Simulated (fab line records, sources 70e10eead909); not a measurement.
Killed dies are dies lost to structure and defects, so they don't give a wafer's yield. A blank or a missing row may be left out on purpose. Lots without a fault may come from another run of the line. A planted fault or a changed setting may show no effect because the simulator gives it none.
Problem report in the 8D (eight disciplines) form, filled by code | flow nand_harc | the parts of the form that need people (team, actions taken, sign-off) are left out

1. THE PROBLEM
killed_at_periphery at NHARC_END_SORT_01 reads a mean of 80.0 on 2 wafers of 2 lots; wafers without a fault read 3.3 with a standard deviation of 2. That is +38 standard deviations from the usual mean.
First seen on wafer L502.6, day 23 05:57, on prober-02. The record holds 6 wafers of 2 lots with a number at this step. Rule for "out", or "out of limits": more than 4 standard deviations from the usual mean. The other wafers with a number count as sound.

2. WHAT IT IS AND WHAT IT IS NOT
question                    | is                               | is not
which readings at this step | killed_at_periphery, killed_dies | killed_at_array, killed_at_other, killed_short
which lots                  | L502, L506                       | -
which wafers of those lots  | L502.6, L506.4                   | L502.2, L502.5, L506.3, L506.5
read on which gauges        | prober-02                        | -
when                        | from day 23 05:57                | up to then (2 sound wafers); but 2 sound wafers of L506 came after

3. SUSPECTS, AND WHAT RULES EACH OUT
Counting: a tool at a process step up to the reading stays a suspect if it ran every lot that is out. Sound lots after the first of them don't rule it out here, since some wafers of a struck lot are sound.
- the gauge at NHARC_END_SORT_01: kept. All the wafers that are out were read on prober-02, and no step on other tools shows them out.
- ald_metal-01 at NHARC_P_CONTACT_ALD_22 (deposits TiN, target thk 3 nm, pulse time 1 s, ald cycles 150): kept. It ran every lot that is out, first L502 (day 9 10:44).
- rie_diel-10 at NHARC_A_BONDPAD_ETCH_12 (etches the open film in CHF3/O2, target depth 220 nm, time 110 s): kept. It ran every lot that is out, first L502 (day 22 09:59). NHARC_A_BONDPAD_ETCH_12 gives no start for some lots, so the hours and the order of its lots are those of NHARC_THIN_TSV_THK_MEAS_02.
- Within ald_metal-01 at NHARC_P_CONTACT_ALD_22: the wafers that are out ran in chamber 3; their sound lot-mates ran in chambers 0, 2.
Left after counting: ald_metal-01 at NHARC_P_CONTACT_ALD_22, rie_diel-10 at NHARC_A_BONDPAD_ETCH_12, prober-02 at NHARC_END_SORT_01.

4. THE CAUSE (what the simulator had put in)
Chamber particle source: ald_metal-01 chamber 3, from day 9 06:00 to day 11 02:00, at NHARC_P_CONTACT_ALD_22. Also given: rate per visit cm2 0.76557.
Counting left 3 suspects, and this tool is among them.

5. THE CHAIN OF EFFECTS, in route order
Each row: a reading whose mean over the struck wafers that have a number lies more than 3 standard deviations from the usual. Only readings for which the record gives a usual standard deviation are gone through. hours: the time from each lot's start at the first step in this table that gives one to its start at this step, as a median over the lots. sigmas: the change in usual standard deviations.
hours | step              | reading             | usual | on struck wafers | change | sigmas
0     | NHARC_END_SORT_01 | killed_at_periphery | 3.3   | 80.0             | +76.7  | +38
0     | NHARC_END_SORT_01 | killed_dies         | 32    | 106              | +74    | +6.8

6. WHAT WOULD HAVE CAUGHT IT SOONER
In this record the first reading out of limits at a measuring or inspecting step was taken at day 23 05:57, 336 hours after the fault began at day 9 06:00.
Of the tool readings at NHARC_P_CONTACT_ALD_22 for which the record gives a usual standard deviation, none was out on any struck wafer, so an alarm limit of 4 standard deviations on them would not have fired.
All the lots that are out (2) had begun NHARC_P_CONTACT_ALD_22 on ald_metal-01 by day 23 05:57. A hold on the tool at that time would have spared none of them.
